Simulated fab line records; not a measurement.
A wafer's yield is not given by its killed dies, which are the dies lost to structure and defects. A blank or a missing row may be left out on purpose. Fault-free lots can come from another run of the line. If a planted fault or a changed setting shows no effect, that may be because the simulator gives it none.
Which tool was responsible? || flow nand-harc || 39 wafers from 13 lots sampled at 5 of the route's 1302 steps

## WHAT THE GAUGES READ, wafer by wafer
NHARC_P_STI_OCD_MEAS_17.
{"lot": "L120", "measured": "day 2 22:41", "on": "ocd-01", "trench-depth-nm (nm)": "301 300 301", "trench-foot-cd-nm (nm)": "155.6 153.4 158.6"}
{"lot": "L121", "measured": "day 3 09:43", "on": "ocd-01", "trench-depth-nm (nm)": "293 305 295", "trench-foot-cd-nm (nm)": "158.2 156.0 156.8"}
{"lot": "L122", "measured": "day 3 17:52", "on": "ocd-01", "trench-depth-nm (nm)": "297 302 302", "trench-foot-cd-nm (nm)": "160.6 157.5 156.8"}
{"lot": "L123", "measured": "day 4 01:39", "on": "ocd-01", "trench-depth-nm (nm)": "302 300 308", "trench-foot-cd-nm (nm)": "154.8 155.7 155.7"}
{"lot": "L124", "measured": "day 4 12:22", "on": "ocd-02", "trench-depth-nm (nm)": "301 301 303", "trench-foot-cd-nm (nm)": "157.1 154.9 152.8"}
{"lot": "L125", "measured": "day 4 22:46", "on": "ocd-01", "trench-depth-nm (nm)": "304 295 303", "trench-foot-cd-nm (nm)": "160.5 159.0 159.7"}
{"lot": "L127", "measured": "day 5 19:16", "on": "ocd-01", "trench-depth-nm (nm)": "299 306 302", "trench-foot-cd-nm (nm)": "154.2 152.0 154.1"}
{"lot": "L130", "measured": "day 7 05:59", "on": "ocd-02", "trench-depth-nm (nm)": "301 310 299", "trench-foot-cd-nm (nm)": "158.3 153.3 159.2"}
{"lot": "L131", "measured": "day 7 13:43", "on": "ocd-02", "trench-depth-nm (nm)": "301 307 304", "trench-foot-cd-nm (nm)": "158.4 154.9 155.7"}
{"lot": "L133", "measured": "day 8 06:13", "on": "ocd-01", "trench-depth-nm (nm)": "300 309 305", "trench-foot-cd-nm (nm)": "158.1 156.8 156.8"}
{"lot": "L135", "measured": "day 9 01:18", "on": "ocd-01", "trench-depth-nm (nm)": "298 305 297", "trench-foot-cd-nm (nm)": "160.0 155.9 158.7"}
{"lot": "L138", "measured": "day 10 09:10", "on": "ocd-01", "trench-depth-nm (nm)": "301 307 300", "trench-foot-cd-nm (nm)": "156.8 156.2 154.7"}
{"lot": "L139", "measured": "day 10 21:05", "on": "ocd-01", "trench-depth-nm (nm)": "304 307 306", "trench-foot-cd-nm (nm)": "156.8 156.7 159.5"}

NHARC_P_STI_INSPECT_25.
{"lot": "L120", "measured": "day 4 01:50", "on": "defect-inspect-02", "raw-defect-count": "150 229 230"}
{"lot": "L121", "measured": "day 4 15:15", "on": "defect-inspect-02", "raw-defect-count": "350 242 197"}
{"lot": "L122", "measured": "day 4 20:13", "on": "defect-inspect-01", "raw-defect-count": "206 277 160"}
{"lot": "L123", "measured": "day 5 03:59", "on": "defect-inspect-01", "raw-defect-count": "150 131 197"}
{"lot": "L124", "measured": "day 5 19:11", "on": "defect-inspect-02", "raw-defect-count": "195 150 152"}
{"lot": "L125", "measured": "day 6 02:31", "on": "defect-inspect-02", "raw-defect-count": "140 226 216"}
{"lot": "L127", "measured": "day 6 21:06", "on": "defect-inspect-01", "raw-defect-count": "309 259 220"}
{"lot": "L130", "measured": "day 8 10:46", "on": "defect-inspect-02", "raw-defect-count": "158 138 143"}
{"lot": "L131", "measured": "day 8 18:59", "on": "defect-inspect-01", "raw-defect-count": "304 248 148"}
{"lot": "L133", "measured": "day 9 08:46", "on": "defect-inspect-02", "raw-defect-count": "159 176 193"}
{"lot": "L135", "measured": "day 10 04:58", "on": "defect-inspect-02", "raw-defect-count": "172 107 210"}
{"lot": "L138", "measured": "day 11 13:18", "on": "defect-inspect-02", "raw-defect-count": "202 142 109"}
{"lot": "L139", "measured": "day 11 23:18", "on": "defect-inspect-01", "raw-defect-count": "157 132 160"}

NHARC_END_SORT_01.
{"lot": "L120", "measured": "day 25 11:52", "on": "prober-02", "killed-at-array": "58 67 78", "killed-at-other": "2 0 2", "killed-at-periphery": "0 1 1", "killed-dies": "60 68 81", "killed-open": "1 1 3", "killed-short": "1 0 2"}
{"lot": "L130", "measured": "day 28 21:55", "on": "prober-01", "killed-at-array": "61 51 57", "killed-at-other": "0 1 3", "killed-at-periphery": "2 1 1", "killed-dies": "63 53 61", "killed-open": "0 1 1", "killed-short": "2 2 2"}
{"lot": "L135", "measured": "day 30 09:39", "on": "prober-02", "killed-at-array": "81 80 71", "killed-at-other": "0 0 0", "killed-at-periphery": "0 0 1", "killed-dies": "81 80 72", "killed-open": "4 5 3", "killed-short": "4 1 1"}
{"lot": "L139", "measured": "day 32 12:42", "on": "prober-01", "killed-at-array": "53 53", "killed-at-other": "0 0", "killed-at-periphery": "7 3", "killed-dies": "60 56", "killed-open": "4 4", "killed-short": "0 3"}

## WHAT TOOL EACH LOT RAN ON (gives the tool, then ch and the chambers of the sampled wafers, and finally the start)
{"lot": "L120", "NHARC_P_GATE_HM_DEP_102": "acl-dep-03 ch 0, day 4 22:31", "NHARC_P_GATE_HM_OPEN_105": "rie-diel-06 ch 1,2, day 25 11:52 or earlier"}
{"lot": "L121", "NHARC_P_GATE_HM_DEP_102": "acl-dep-03 ch 0, day 5 14:23", "NHARC_P_GATE_HM_OPEN_105": "rie-diel-12 ch 0,3, no start"}
{"lot": "L122", "NHARC_P_GATE_HM_DEP_102": "acl-dep-02 ch 0, day 5 17:42", "NHARC_P_GATE_HM_OPEN_105": "rie-diel-06 ch 0,1,3, no start"}
{"lot": "L123", "NHARC_P_GATE_HM_DEP_102": "acl-dep-02 ch 0, day 6 05:17", "NHARC_P_GATE_HM_OPEN_105": "rie-diel-12 ch 1,2,3, no start"}
{"lot": "L124", "NHARC_P_GATE_HM_DEP_102": "acl-dep-03 ch 0, day 6 20:50", "NHARC_P_GATE_HM_OPEN_105": "rie-diel-06 ch 0,2,3, no start"}
{"lot": "L125", "NHARC_P_GATE_HM_DEP_102": "acl-dep-02 ch 0, day 7 00:46", "NHARC_P_GATE_HM_OPEN_105": "rie-diel-06 ch 0,1,2, no start"}
{"lot": "L127", "NHARC_P_GATE_HM_DEP_102": "acl-dep-01 ch 0, day 7 19:32", "NHARC_P_GATE_HM_OPEN_105": "rie-diel-05 ch 0,3, no start"}
{"lot": "L130", "NHARC_P_GATE_HM_DEP_102": "acl-dep-03 ch 0, day 9 10:30", "NHARC_P_GATE_HM_OPEN_105": "rie-diel-05 ch 0,3, day 28 21:55 or earlier"}
{"lot": "L131", "NHARC_P_GATE_HM_DEP_102": "acl-dep-01 ch 0, day 9 16:05", "NHARC_P_GATE_HM_OPEN_105": "rie-diel-12 ch 0,2,3, no start"}
{"lot": "L133", "NHARC_P_GATE_HM_DEP_102": "acl-dep-01 ch 0, day 10 07:00", "NHARC_P_GATE_HM_OPEN_105": "rie-diel-06 ch 0,2, no start"}
{"lot": "L135", "NHARC_P_GATE_HM_DEP_102": "acl-dep-03 ch 0, day 11 08:23", "NHARC_P_GATE_HM_OPEN_105": "rie-diel-12 ch 2,3, day 30 09:39 or earlier"}
{"lot": "L138", "NHARC_P_GATE_HM_DEP_102": "acl-dep-03 ch 0, day 12 11:27", "NHARC_P_GATE_HM_OPEN_105": "rie-diel-06 ch 0,1,2, no start"}
{"lot": "L139", "NHARC_P_GATE_HM_DEP_102": "acl-dep-02 ch 0, day 12 22:18 and acl-dep-03 ch 0, day 12 23:33", "NHARC_P_GATE_HM_OPEN_105": "rie-diel-06 ch 0,2,3, day 32 12:42 or earlier"}
- NHARC_P_GATE_HM_DEP_102: deposits aC, target thk 120 nm.
- NHARC_P_GATE_HM_OPEN_105: chemistry O2/COS, target depth 360 nm.

## AS READ BY THE TOOLS THEMSELVES (means over the sampled wafers that have a number; for cases with no such wafer, the mark the record gives instead)
NHARC_P_GATE_HM_DEP_102.
{"lot": "L120", "tool": "acl-dep-03", "throttle-valve-pct (%)": 34.993}
{"lot": "L121", "tool": "acl-dep-03", "throttle-valve-pct (%)": 34.999}
{"lot": "L122", "tool": "acl-dep-02", "throttle-valve-pct (%)": 35.012}
{"lot": "L123", "tool": "acl-dep-02", "throttle-valve-pct (%)": 34.993}
{"lot": "L124", "tool": "acl-dep-03", "throttle-valve-pct (%)": 34.994}
{"lot": "L125", "tool": "acl-dep-02", "throttle-valve-pct (%)": 35.002}
{"lot": "L127", "tool": "acl-dep-01", "throttle-valve-pct (%)": 34.999}
{"lot": "L130", "tool": "acl-dep-03", "throttle-valve-pct (%)": 35.005}
{"lot": "L131", "tool": "acl-dep-01", "throttle-valve-pct (%)": 35.002}
{"lot": "L133", "tool": "acl-dep-01", "throttle-valve-pct (%)": 34.996}
{"lot": "L135", "tool": "acl-dep-03", "throttle-valve-pct (%)": 35.002}
{"lot": "L138", "tool": "acl-dep-03", "throttle-valve-pct (%)": 35.000}
{"lot": "L139", "tool": "acl-dep-02/acl-dep-03", "throttle-valve-pct (%)": 35.001}

NHARC_P_GATE_HM_OPEN_105.
{"lot": "L120", "tool": "rie-diel-06", "drypump-motor-current-A (A)": 5.4, "oes-product-au (a.u.)": 0.989, "rf-fwd-power-W (W)": 499.0, "rf-vpp-V (V)": 465, "showerhead-plenum-p-Torr (Torr)": 3.00, "throttle-valve-pct (%)": 28.329}
{"lot": "L121", "tool": "rie-diel-12", "drypump-motor-current-A (A)": 6.1, "oes-product-au (a.u.)": 0.997, "rf-fwd-power-W (W)": 498.2, "rf-vpp-V (V)": 471, "showerhead-plenum-p-Torr (Torr)": 3.30, "throttle-valve-pct (%)": 28.331}
{"lot": "L122", "tool": "rie-diel-06", "drypump-motor-current-A (A)": 5.4, "oes-product-au (a.u.)": 0.989, "rf-fwd-power-W (W)": 497.4, "rf-vpp-V (V)": 469, "showerhead-plenum-p-Torr (Torr)": 3.21, "throttle-valve-pct (%)": 28.328}
{"lot": "L123", "tool": "rie-diel-12", "drypump-motor-current-A (A)": 6.1, "oes-product-au (a.u.)": 0.999, "rf-fwd-power-W (W)": 498.9, "rf-vpp-V (V)": 467, "showerhead-plenum-p-Torr (Torr)": 3.14, "throttle-valve-pct (%)": 28.325}
{"lot": "L124", "tool": "rie-diel-06", "drypump-motor-current-A (A)": 5.6, "oes-product-au (a.u.)": 1.002, "rf-fwd-power-W (W)": 497.3, "rf-vpp-V (V)": 467, "showerhead-plenum-p-Torr (Torr)": 3.14, "throttle-valve-pct (%)": 28.333}
{"lot": "L125", "tool": "rie-diel-06", "drypump-motor-current-A (A)": 5.4, "oes-product-au (a.u.)": 1.002, "rf-fwd-power-W (W)": 497.7, "rf-vpp-V (V)": 467, "showerhead-plenum-p-Torr (Torr)": 3.09, "throttle-valve-pct (%)": 28.327}
{"lot": "L127", "tool": "rie-diel-05", "drypump-motor-current-A (A)": 6.4, "oes-product-au (a.u.)": 1.008, "rf-fwd-power-W (W)": 499.0, "rf-vpp-V (V)": 471, "showerhead-plenum-p-Torr (Torr)": 3.27, "throttle-valve-pct (%)": 28.327}
{"lot": "L130", "tool": "rie-diel-05", "drypump-motor-current-A (A)": 6.2, "oes-product-au (a.u.)": 1.011, "rf-fwd-power-W (W)": 497.1, "rf-vpp-V (V)": 469, "showerhead-plenum-p-Torr (Torr)": 3.20, "throttle-valve-pct (%)": 28.325}
{"lot": "L131", "tool": "rie-diel-12", "drypump-motor-current-A (A)": 6.1, "oes-product-au (a.u.)": 0.990, "rf-fwd-power-W (W)": 498.6, "rf-vpp-V (V)": 469, "showerhead-plenum-p-Torr (Torr)": 3.18, "throttle-valve-pct (%)": 28.335}
{"lot": "L133", "tool": "rie-diel-06", "drypump-motor-current-A (A)": 5.5, "oes-product-au (a.u.)": 1.007, "rf-fwd-power-W (W)": 498.6, "rf-vpp-V (V)": 466, "showerhead-plenum-p-Torr (Torr)": 3.02, "throttle-valve-pct (%)": 28.321}
{"lot": "L135", "tool": "rie-diel-12", "drypump-motor-current-A (A)": 6.3, "oes-product-au (a.u.)": 0.997, "rf-fwd-power-W (W)": 497.8, "rf-vpp-V (V)": 468, "showerhead-plenum-p-Torr (Torr)": 3.17, "throttle-valve-pct (%)": 28.338}
{"lot": "L138", "tool": "rie-diel-06", "drypump-motor-current-A (A)": 5.4, "oes-product-au (a.u.)": 1.003, "rf-fwd-power-W (W)": 500.5, "rf-vpp-V (V)": 466, "showerhead-plenum-p-Torr (Torr)": 3.09, "throttle-valve-pct (%)": 28.329}
{"lot": "L139", "tool": "rie-diel-06", "drypump-motor-current-A (A)": 5.6, "oes-product-au (a.u.)": 1.004, "rf-fwd-power-W (W)": 497.8, "rf-vpp-V (V)": 468, "showerhead-plenum-p-Torr (Torr)": 3.13, "throttle-valve-pct (%)": 28.328}

## THE ANSWER, worked out from the rows above alone
Rule: what is usual is taken from the lots themselves. The widest of any qualifying gaps counts: lots, ordered by their means at a reading, are off when they make up no more than a third of the lots, leave a main group of 4 or more, and stand apart from it by 3 or more times the standard deviation of that group's means. If all means in a main group match to the digits the tables above print for the reading, that group is not used. Also off: a lot with no number at a reading for which 4 or more lots have one. Where the step has rows for the other lots, those lots are counted as sound. Order of review: gauges by route order, followed by the tools' own readings, for which a lot's mean as printed above is used. At the first step where some lot is off, the reading lying furthest off is the one used; lots without a number count as furthest.
No lot is off on any of the readings shown, so nothing can be concluded from this.

## WHAT THE SIMULATOR PUT IN
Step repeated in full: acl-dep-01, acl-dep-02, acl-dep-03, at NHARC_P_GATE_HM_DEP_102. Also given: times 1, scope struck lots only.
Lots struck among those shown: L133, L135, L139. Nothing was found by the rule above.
